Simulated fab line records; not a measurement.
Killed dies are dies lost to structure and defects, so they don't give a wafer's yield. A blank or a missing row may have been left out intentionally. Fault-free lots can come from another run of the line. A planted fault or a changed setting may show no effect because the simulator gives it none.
Split-lot experiment -- flow n5-finfet -- 7 lots, 21 wafers read, on a route of 1938 steps

## ABOUT THE SPLIT
At N5_BEOL_M4_TRENCH_ETCH_37 (etches SiOC in C4F6/O2, target depth 55.555 nm, time 29.2 s), the setting time-s was moved away from the recipe's 29.2 s on 6 of the 21 wafers read, by -21.4% to -7.9%. This setting was run at the recipe's value on the other wafers.

## FROM THE SPLIT TO THE READING: what the file shows between them, 13 steps
- N5_BEOL_M4_ETCH_41: etches SiCN in CH3F/O2, target depth 29.9 nm, time 52.5 s
- N5_BEOL_M4_STRIP_97: strips in N2/H2, time 10 s
- N5_BEOL_M4_OCD_MEAS_38
- N5_BEOL_M4_HM_STRIP_39: strips TiN in peroxide tin strip, target depth 25 nm, time 158 s
- N5_BEOL_M4_SRD_40: time 30 s
- N5_BEOL_M4_ECD_50: material Cu, target thk 300 nm
- N5_BEOL_M4_ANNEAL_51: time 90 s
- N5_BEOL_M4_CMP_52: polishes, stops on SiOC, t overpolish 6.8 s, target thk 40 nm
- N5_BEOL_M4_THK_MEAS_53: measures by xrf
- N5_BEOL_M4_PRE_CLEAN_60: time 15 s
- N5_BEOL_M4_CO_CAP_55: material Co, precursor CCTBA/H2, target thk 2 nm, time 102.1 s
- N5_BEOL_M4_PRE_CLEAN_56: time 15 s
- N5_BEOL_M4_DEP_57: deposits SiCN from 3MS/NH3, target thk 8 nm, time 14 s

## THE READING
M4_RS in ohm/sq, measured at N5_BEOL_M4_RS_MEAS_58 by four-point-probe. A value of 0.681 ohm/sq with a standard deviation of 0.025 ohm/sq is what fault-free wafers of this fab line usually give.

wafer,"tool, chamber at the split","time-s as run, s",against the recipe,"M4_RS, ohm/sq",against lot-mates on the recipe
L078.1,"rie-diel-02, 3",29.2,recipe,0.672,-
L078.5,"rie-diel-02, 2",29.2,recipe,0.678,-
L078.6,"rie-diel-02, 0",25.68,-12.1%,0.848,+0.173
L077.2,"rie-diel-03, 1",25.81,-11.6%,0.844,+0.148
L077.4,"rie-diel-03, 0",29.2,recipe,0.705,-
L077.6,"rie-diel-03, 1",29.2,recipe,0.687,-
L079.4,"rie-diel-04, 3",29.2,recipe,0.690,-
L079.5,"rie-diel-04, 3",29.2,recipe,0.675,-
L079.6,"rie-diel-04, 2",29.2,recipe,0.676,-
L082.1,"rie-diel-04, 3",25.99,-11.0%,0.762,+0.125
L082.4,"rie-diel-04, 1",29.2,recipe,0.648,-
L082.6,"rie-diel-04, 3",29.2,recipe,0.627,-
L084.3,"rie-diel-03, 1",26.88,-7.9%,0.751,+0.129
L084.4,"rie-diel-03, 0",26.88,-7.9%,0.837,+0.215
L084.5,"rie-diel-03, 2",29.2,recipe,0.622,-
L086.2,"rie-diel-03, 1",29.2,recipe,0.682,-
L086.3,"rie-diel-03, 2",29.2,recipe,0.639,-
L086.4,"rie-diel-03, 3",29.2,recipe,0.696,-
L089.1,"rie-diel-03, 3",29.2,recipe,0.710,-
L089.3,"rie-diel-03, 0",29.2,recipe,0.728,-
L089.5,"rie-diel-03, 3",22.96,-21.4%,1.206,+0.487

THE FIT
A straight line over all 21 wafers: M4_RS changes by -0.0191 ohm/sq for each +1% of time-s; r = -0.91; the points scatter about the line by 0.053 ohm/sq.
The same after taking each lot's own level away (the mean of its wafers on the recipe; 21 wafers): -0.0189 ohm/sq for each +1%; r = -0.95; scatter 0.039 ohm/sq.
Per that fit: largest time-s move, reading shift of 0.4 ohm/sq.
The span of the lots' own levels, 0.6220 to 0.7190 ohm/sq, comes to 3.9 times the standard deviation stated above.
Consequently the slope shifts little with the lot-to-lot level, the two slopes agreeing.
Check: for one of the wafers moved furthest among these (-21.4%), held out of the fit, the line's prediction against its lot-mates is +0.318 ohm/sq. It came out at +0.487 ohm/sq against them.

## OTHER SPLITS ON THESE WAFERS
These wafers also went through other splits before the reading. Each is held against what the fit with the lots' levels taken away leaves over:
other split on the same wafers,wafers away from the commonest value,r with M4_RS (lot level and that fit taken away)
N5_BEOL_M3_ETCH_41 target-depth-a,9,+0.01
N5_BEOL_M4_ETCH_70 source-w,5,+0.14

## THE WHOLE CHAIN: every reading that the file lists as answering this split, in the file's order
step,what it does,reading,change (the file's fit),r (the file's)
N5_BEOL_M4_TRENCH_ETCH_37,"etches SiOC in C4F6/O2, target depth 55.555 nm, time 29.2 s","etch.depth-nm (the simulator's own value, which no gauge read)",+0.545 nm for each +1% of the setting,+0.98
N5_BEOL_M4_TRENCH_ETCH_37,"etches SiOC in C4F6/O2, target depth 55.555 nm, time 29.2 s","BEOL_M4.feature-depth-nm (the simulator's own value, which no gauge read)",+0.547 nm for each +1% of the setting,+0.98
N5_BEOL_M4_OCD_MEAS_38,,trench-depth-nm,+0.547 nm for each +1% of the setting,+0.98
N5_BEOL_M4_CMP_52,"polishes, stops on SiOC, t overpolish 6.8 s, target thk 40 nm","Cu_of_BEOL_M4_ECD_50.thk-nm (the simulator's own value, which no gauge read)",+0.56 nm for each +1% of the setting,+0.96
N5_BEOL_M4_THK_MEAS_53,measures by xrf,M4_THK,+0.563 for each +1% of the setting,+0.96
N5_BEOL_M4_RS_MEAS_58,measures by four-point-probe,M4_RS,-0.0184 for each +1% of the setting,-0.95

## THE FILE'S OWN FIT
M4_RS changes by -0.0184 ohm/sq for each +1% of time-s, r = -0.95.
